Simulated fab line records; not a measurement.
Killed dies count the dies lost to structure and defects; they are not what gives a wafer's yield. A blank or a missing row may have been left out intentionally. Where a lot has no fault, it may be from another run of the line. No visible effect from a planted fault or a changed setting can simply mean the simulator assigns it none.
Which tool was responsible? / flow nand_harc / Sampling: 13 lots, 39 wafers, 4 of 1302 route steps

WHAT EACH GAUGE READ, for each wafer
NHARC_A_ZERO_WELL_CD_MEAS_10: the cd target is 2000 nm.
lot=L649; measured=day 7 04:58; on=cd_sem-03; cd_nm (nm)=2000.9 1999.9 2002.4
lot=L650; measured=day 7 15:55; on=cd_sem-01; cd_nm (nm)=1998.3 1998.3 1999.8
lot=L651; measured=day 8 00:42; on=cd_sem-03; cd_nm (nm)=2005.1 2001.0 2001.0
lot=L652; measured=day 8 13:52; on=cd_sem-02; cd_nm (nm)=1999.9 1997.6 1999.8
lot=L653; measured=day 9 03:04; on=cd_sem-03; cd_nm (nm)=1995.8 1996.0 1997.5
lot=L654; measured=day 9 07:41; on=cd_sem-01; cd_nm (nm)=2000.0 2001.5 1999.9
lot=L655; measured=day 9 17:16; on=cd_sem-01; cd_nm (nm)=1997.8 1998.6 1998.8
lot=L656; measured=day 10 08:59; on=cd_sem-02; cd_nm (nm)=2000.2 1999.9 1999.4
lot=L658; measured=day 11 11:02; on=cd_sem-03; cd_nm (nm)=1999.5 1998.6 1999.2
lot=L662; measured=day 12 19:18; on=cd_sem-01; cd_nm (nm)=1999.6 1999.6 1996.3
lot=L669; measured=day 15 11:02; on=cd_sem-01; cd_nm (nm)=2006.3 2002.5 2002.8
lot=L670; measured=day 16 01:42; on=cd_sem-01; cd_nm (nm)=2001.3 2000.1 2001.6
lot=L671; measured=day 16 17:07; on=cd_sem-01; cd_nm (nm)=1998.9 2000.7 1995.2

NHARC_A_ONON_D1_THK_MEAS_24: measures by ellipsometry.
lot=L649; measured=day 8 19:09; on=film_metro-01; thk_nm (nm)=998 998 999
lot=L650; measured=day 9 04:04; on=film_metro-01; thk_nm (nm)=987 987 988
lot=L651; measured=day 9 12:01; on=film_metro-01; thk_nm (nm)=999 999 1001
lot=L652; measured=day 9 22:58; on=film_metro-01; thk_nm (nm)=1000 999 1002
lot=L653; measured=day 10 17:11; on=film_metro-01; thk_nm (nm)=993 992 990
lot=L654; measured=day 10 17:24; on=film_metro-01; thk_nm (nm)=1008 1007 1005
lot=L655; measured=day 11 02:47; on=film_metro-02; thk_nm (nm)=1007 1007 1007
lot=L656; measured=day 11 20:58; on=film_metro-02; thk_nm (nm)=1002 1003 1000
lot=L658; measured=day 12 19:08; on=film_metro-01; thk_nm (nm)=1011 1011 1011
lot=L662; measured=day 14 05:49; on=film_metro-01; thk_nm (nm)=969 971 970
lot=L669; measured=day 16 20:29; on=film_metro-01; thk_nm (nm)=999 1000 1000
lot=L670; measured=day 17 11:36; on=film_metro-01; thk_nm (nm)=989 988 990
lot=L671; measured=day 18 03:31; on=film_metro-01; thk_nm (nm)=997 1000 1000

WHAT TOOL EACH LOT RAN ON (gives the tool, then ch and the chambers of the sampled wafers, and finally the start)
lot=L649; NHARC_A_ZERO_WELL_DESCUM_12=rie_diel-11 ch 0,2, day 7 05:07; NHARC_A_ONON_D1_DEP_22=pecvd_onon-03 ch 0, day 8 18:42
lot=L650; NHARC_A_ZERO_WELL_DESCUM_12=rie_diel-09 ch 0,1,2, day 7 16:04; NHARC_A_ONON_D1_DEP_22=pecvd_onon-04 ch 0, day 9 03:34
lot=L651; NHARC_A_ZERO_WELL_DESCUM_12=rie_diel-09 ch 0,3, day 8 00:52; NHARC_A_ONON_D1_DEP_22=pecvd_onon-03 ch 0, day 9 11:34
lot=L652; NHARC_A_ZERO_WELL_DESCUM_12=rie_diel-09 ch 0,1,2, day 8 14:02; NHARC_A_ONON_D1_DEP_22=pecvd_onon-02 ch 0, day 9 22:31
lot=L653; NHARC_A_ZERO_WELL_DESCUM_12=rie_diel-09 ch 0,1,2, day 9 03:15; NHARC_A_ONON_D1_DEP_22=pecvd_onon-04 ch 0, day 10 16:44
lot=L654; NHARC_A_ZERO_WELL_DESCUM_12=rie_diel-09 ch 0,3, day 9 07:50; NHARC_A_ONON_D1_DEP_22=pecvd_onon-02 ch 0, day 10 17:01
lot=L655; NHARC_A_ZERO_WELL_DESCUM_12=rie_diel-09 ch 0,1,2, day 9 17:27; NHARC_A_ONON_D1_DEP_22=pecvd_onon-04 ch 0, day 11 02:16
lot=L656; NHARC_A_ZERO_WELL_DESCUM_12=rie_diel-11 ch 0,1, day 10 09:14; NHARC_A_ONON_D1_DEP_22=pecvd_onon-02 ch 0, day 11 20:31
lot=L658; NHARC_A_ZERO_WELL_DESCUM_12=rie_diel-09 ch 0,1,2, day 11 11:13; NHARC_A_ONON_D1_DEP_22=pecvd_onon-03 ch 0, day 12 18:48
lot=L662; NHARC_A_ZERO_WELL_DESCUM_12=rie_diel-09 ch 1,2,3, day 12 19:27; NHARC_A_ONON_D1_DEP_22=pecvd_onon-03 ch 0, day 14 05:25
lot=L669; NHARC_A_ZERO_WELL_DESCUM_12=rie_diel-09 ch 1,2,3, day 15 11:12; NHARC_A_ONON_D1_DEP_22=pecvd_onon-04 ch 0, day 16 19:58
lot=L670; NHARC_A_ZERO_WELL_DESCUM_12=rie_diel-09 ch 1,2,3, day 16 01:52; NHARC_A_ONON_D1_DEP_22=pecvd_onon-02 ch 0, day 17 11:05
lot=L671; NHARC_A_ZERO_WELL_DESCUM_12=rie_diel-09 ch 0,3, day 16 17:17; NHARC_A_ONON_D1_DEP_22=pecvd_onon-04 ch 0, day 18 03:04
- NHARC_A_ZERO_WELL_DESCUM_12: chemistry O2, time 3 s.
- NHARC_A_ONON_D1_DEP_22: target thk 1000 nm.

AS READ BY THE TOOLS THEMSELVES (means over the sampled wafers that have a number; for cases with no such wafer, the mark the record gives instead)
NHARC_A_ZERO_WELL_DESCUM_12.
lot=L649; tool=rie_diel-11; drypump_motor_current_A (A)=5.8; oes_product_au (a.u.)=1.005; rf_vpp_V (V)=57.3; showerhead_plenum_p_Torr (Torr)=1.96; throttle_valve_pct (%)=11.305
lot=L650; tool=rie_diel-09; drypump_motor_current_A (A)=5.3; oes_product_au (a.u.)=1.005; rf_vpp_V (V)=57.8; showerhead_plenum_p_Torr (Torr)=1.88; throttle_valve_pct (%)=11.316
lot=L651; tool=rie_diel-09; drypump_motor_current_A (A)=5.5; oes_product_au (a.u.)=0.998; rf_vpp_V (V)=57.8; showerhead_plenum_p_Torr (Torr)=1.93; throttle_valve_pct (%)=11.309
lot=L652; tool=rie_diel-09; drypump_motor_current_A (A)=5.3; oes_product_au (a.u.)=1.012; rf_vpp_V (V)=58.0; showerhead_plenum_p_Torr (Torr)=1.88; throttle_valve_pct (%)=11.305
lot=L653; tool=rie_diel-09; drypump_motor_current_A (A)=5.3; oes_product_au (a.u.)=1.002; rf_vpp_V (V)=57.5; showerhead_plenum_p_Torr (Torr)=1.88; throttle_valve_pct (%)=11.308
lot=L654; tool=rie_diel-09; drypump_motor_current_A (A)=5.2; oes_product_au (a.u.)=1.008; rf_vpp_V (V)=58.2; showerhead_plenum_p_Torr (Torr)=1.92; throttle_valve_pct (%)=11.313
lot=L655; tool=rie_diel-09; drypump_motor_current_A (A)=5.3; oes_product_au (a.u.)=1.010; rf_vpp_V (V)=58.2; showerhead_plenum_p_Torr (Torr)=1.88; throttle_valve_pct (%)=11.316
lot=L656; tool=rie_diel-11; drypump_motor_current_A (A)=5.7; oes_product_au (a.u.)=0.999; rf_vpp_V (V)=57.6; showerhead_plenum_p_Torr (Torr)=1.81; throttle_valve_pct (%)=11.312
lot=L658; tool=rie_diel-09; drypump_motor_current_A (A)=5.3; oes_product_au (a.u.)=1.002; rf_vpp_V (V)=57.9; showerhead_plenum_p_Torr (Torr)=1.88; throttle_valve_pct (%)=11.310
lot=L662; tool=rie_diel-09; drypump_motor_current_A (A)=5.6; oes_product_au (a.u.)=0.998; rf_vpp_V (V)=56.6; showerhead_plenum_p_Torr (Torr)=1.89; throttle_valve_pct (%)=11.313
lot=L669; tool=rie_diel-09; drypump_motor_current_A (A)=5.7; oes_product_au (a.u.)=1.001; rf_vpp_V (V)=57.5; showerhead_plenum_p_Torr (Torr)=1.89; throttle_valve_pct (%)=11.309
lot=L670; tool=rie_diel-09; drypump_motor_current_A (A)=5.6; oes_product_au (a.u.)=0.999; rf_vpp_V (V)=58.4; showerhead_plenum_p_Torr (Torr)=1.89; throttle_valve_pct (%)=11.316
lot=L671; tool=rie_diel-09; drypump_motor_current_A (A)=5.5; oes_product_au (a.u.)=0.998; rf_vpp_V (V)=57.2; showerhead_plenum_p_Torr (Torr)=1.93; throttle_valve_pct (%)=11.309

NHARC_A_ONON_D1_DEP_22.
lot=L649; tool=pecvd_onon-03; susceptor_temp_C (C)=400.05
lot=L650; tool=pecvd_onon-04; susceptor_temp_C (C)=399.78
lot=L651; tool=pecvd_onon-03; susceptor_temp_C (C)=400.33
lot=L652; tool=pecvd_onon-02; susceptor_temp_C (C)=400.10
lot=L653; tool=pecvd_onon-04; susceptor_temp_C (C)=400.00
lot=L654; tool=pecvd_onon-02; susceptor_temp_C (C)=399.74
lot=L655; tool=pecvd_onon-04; susceptor_temp_C (C)=399.88
lot=L656; tool=pecvd_onon-02; susceptor_temp_C (C)=399.93
lot=L658; tool=pecvd_onon-03; susceptor_temp_C (C)=400.06
lot=L662; tool=pecvd_onon-03; susceptor_temp_C (C)=399.84
lot=L669; tool=pecvd_onon-04; susceptor_temp_C (C)=400.09
lot=L670; tool=pecvd_onon-02; susceptor_temp_C (C)=400.19
lot=L671; tool=pecvd_onon-04; susceptor_temp_C (C)=399.91

THE ANSWER, worked out from the rows above alone
Rule: the lots themselves supply what counts as usual. Put in order of their means at a reading, lots are off if they are a third of the lots or fewer, leave a main group of 4 or more, and stand apart from it by a gap of 3 or more times the standard deviation of the main group's means; of several such gaps the widest counts. If all means in a main group match to the digits the tables above print for the reading, that group is not used. Also off: a lot with no number at a reading for which 4 or more lots have one. Any other lot the step has rows for is counted as sound. Order of review: gauges by route order, followed by the tools' own readings, for which a lot's mean as printed above is used. At the first step where some lot is off, the reading lying furthest off is the one used; lots without a number count as furthest.
Nothing can be told from this: no lot is off at any reading shown.

WHAT THE SIMULATOR HAD PUT IN
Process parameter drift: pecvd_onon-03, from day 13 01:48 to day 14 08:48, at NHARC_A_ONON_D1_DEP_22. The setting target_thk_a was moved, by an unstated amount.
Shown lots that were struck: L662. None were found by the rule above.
